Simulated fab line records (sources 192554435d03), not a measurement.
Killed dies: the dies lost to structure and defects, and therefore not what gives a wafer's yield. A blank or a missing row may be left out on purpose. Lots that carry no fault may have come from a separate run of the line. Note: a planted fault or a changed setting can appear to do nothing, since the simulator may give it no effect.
Matching of chambers    flow n5-finfet    N5_BEOL_M9_CMP_52 on cmp-03 has 4 sister chambers
The step polishes, stops on SiCOH lowk, t overpolish 7 s, target thk 140 nm. 8 wafers are shown with their chamber, then 10 later ones without.

WAFERS WITH THEIR CHAMBER
wafer   chamber  motor-current-A (A)  time-to-endpoint-s (s)
L076.4  3        6.1                  65.8
L079.4  3        5.9                  65.3
L080.6  0        7.0                  71.4
L085.6  0        6.6                  66.5
L086.5  2        6.6                  64.9
L086.6  1        5.6                  61.8
L087.4  1        5.6                  64.6
L087.5  2        6.6                  66.9

WAFERS WHOSE CHAMBER IS MISSING
wafer   motor-current-A (A)  time-to-endpoint-s (s)
L087.6  5.7                  67.2
L091.1  6.5                  69.6
L091.2  5.8                  65.2
L091.4  6.0                  65.4
L096.2  5.7                  63.9
L096.3  6.0                  62.5
L096.6  5.4                  59.4
L095.1  6.9                  68.7
L095.4  6.9                  67.2
L095.5  5.6                  63.9

EACH ONE'S CHAMBER
wafer   from the rows above           in truth
L087.6  can't be placed: 1 or 3       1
L091.1  can't be placed: 2 or 0 or 3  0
L091.2  can't be placed: 3 or 1       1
L091.4  3                             3
L096.2  can't be placed: 1 or 3       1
L096.3  can't be placed: 3 or 1       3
L096.6  1                             1
L095.1  can't be placed: 0 or 2       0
L095.4  can't be placed: 0 or 2       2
L095.5  1                             1
Correctly placed: 3 of 10. Cannot be placed on the basis of these rows: 7; the candidates contain the true chamber in 7. Number placed wrongly: 0.
How it was worked out, from the rows above alone: a wafer's distance from a chamber is the root of the sum, over the readings, of the square of ((its reading less the chamber's mean) divided by the reading's scatter). If the next closest chamber is less than 2 further off than the closest, the wafer can't be placed; otherwise it belongs to the closest. Each chamber's mean is taken over the wafers shown for it. The scatter: take each reading less its chamber's mean, square it, sum over the shown wafers, divide by the number of wafers less the number of chambers, and take the root.
